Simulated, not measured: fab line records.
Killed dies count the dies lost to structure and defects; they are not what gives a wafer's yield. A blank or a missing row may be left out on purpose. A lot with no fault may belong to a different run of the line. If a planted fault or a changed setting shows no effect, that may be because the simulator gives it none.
One fault seen from 2 desks + flow n5Finfet + only its own numbers are on each desk; what lay behind them is given at the end

AT THE TOOL OWNER'S DESK: rieDiel-06
The tool's own readings at N5_BEOL_M10_TRENCH_ETCH_37 (etches SiCOH lowk in C4F6/O2, target depth 148.83 nm, time 48 s): means of the sampled wafers that have a number, for each lot that ran on this tool. A lot is out of limits, marked OUT, if its mean lies more than 4 standard deviations from the usual mean; the brackets give that distance.
Columns: A = drypumpMotorCurrentA at N5_BEOL_M10_TRENCH_ETCH_37, usual 5.6 A; B = oesProductAu at N5_BEOL_M10_TRENCH_ETCH_37, usual 0.81 a.u.; C = rfVppV at N5_BEOL_M10_TRENCH_ETCH_37, usual 664 V; D = showerheadPlenumPTorr at N5_BEOL_M10_TRENCH_ETCH_37, usual 2.87 Torr; E = throttleValvePct at N5_BEOL_M10_TRENCH_ETCH_37, usual 20.85 %
| lot  | first seen here | A   | B    | C   | D    | E     |
|------|-----------------|-----|------|-----|------|-------|
| L886 | day 10 05:23    | 6.2 | 0.81 | 669 | 2.82 | 20.90 |
| L895 | day 12 08:31    | 5.3 | 0.75 | 675 | 2.99 | 20.94 |
This desk's finding: nothing out of limits on any of the 2 lots.

FROM THE METROLOGY DESK
Lot by lot, what the gauges showed, no matter which tool ran the lot: averages of those sampled wafers that carry a number. A lot is out of limits, marked OUT, if its mean lies more than 4 standard deviations from the usual mean; the brackets give that distance. It has 37 readings, of which 7 appear: the earliest out of limits, and the ones furthest out on some lot.
Columns: A = trenchDepthNm at N5_BEOL_M10_OCD_MEAS_38, usual 148.4 nm; B = M10_THK at N5_BEOL_M10_THK_MEAS_53, usual 135.4 nm; C = M10_RS at N5_BEOL_M10_RS_MEAS_57, usual 0.1513 ohm/sq; D = COMB_M7 at N5_BEOL_M15_RC_MEAS_101, usual 2.6e-11 S/m; E = COMB_M8 at N5_BEOL_M15_RC_MEAS_101, usual 2.6e-11 S/m; F = SERP_M10 at N5_BEOL_M15_RC_MEAS_101, usual 3.05 ohm/um; G = SERP_M10_max_site at N5_BEOL_M15_RC_MEAS_101, usual 3.15 ohm/um
| lot  | first seen here | A               | B               | C                | D       | E       | F              | G               |
|------|-----------------|-----------------|-----------------|------------------|---------|---------|----------------|-----------------|
| L886 | day 8 06:11     | 148.2           | 133.5           | 0.1545           | 2.7e-11 | 2.5e-11 | 3.13           | 3.25            |
| L895 | day 10 05:52    | 126.8 (-12) OUT | 113.8 (-10) OUT | 0.1894 (+15) OUT | 1.6e-11 | 3.7e-11 | 3.85 (+11) OUT | 3.92 (+9.3) OUT |
| L907 | day 13 18:20    | 150.0           | 135.5           | 0.1498           | 3.3e-11 | 2.6e-11 | 3.03           | 3.14            |
Finding of this desk: L895 out of limits; the first was L895 at day 12 08:41, on trenchDepthNm at N5_BEOL_M10_OCD_MEAS_38. L886, L907 stayed within limits.

TAKEN TOGETHER
L895 would have let the metrology desk raise an alarm at day 12 08:41.
Nothing out of limits was seen by the tool owner's desk.
The tool owner's desk has L895 on record, within its limits.
All the named lots went through N5_BEOL_M10_TRENCH_ETCH_37 on rieDiel-06.

WHAT THE SIMULATOR HAD INSERTED
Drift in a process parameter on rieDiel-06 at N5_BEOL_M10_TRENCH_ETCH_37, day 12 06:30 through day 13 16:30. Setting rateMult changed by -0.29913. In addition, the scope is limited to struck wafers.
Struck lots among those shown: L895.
Per desk, hours elapsed from the start of the fault to the first reading out of limits: for the metrology desk, 2.
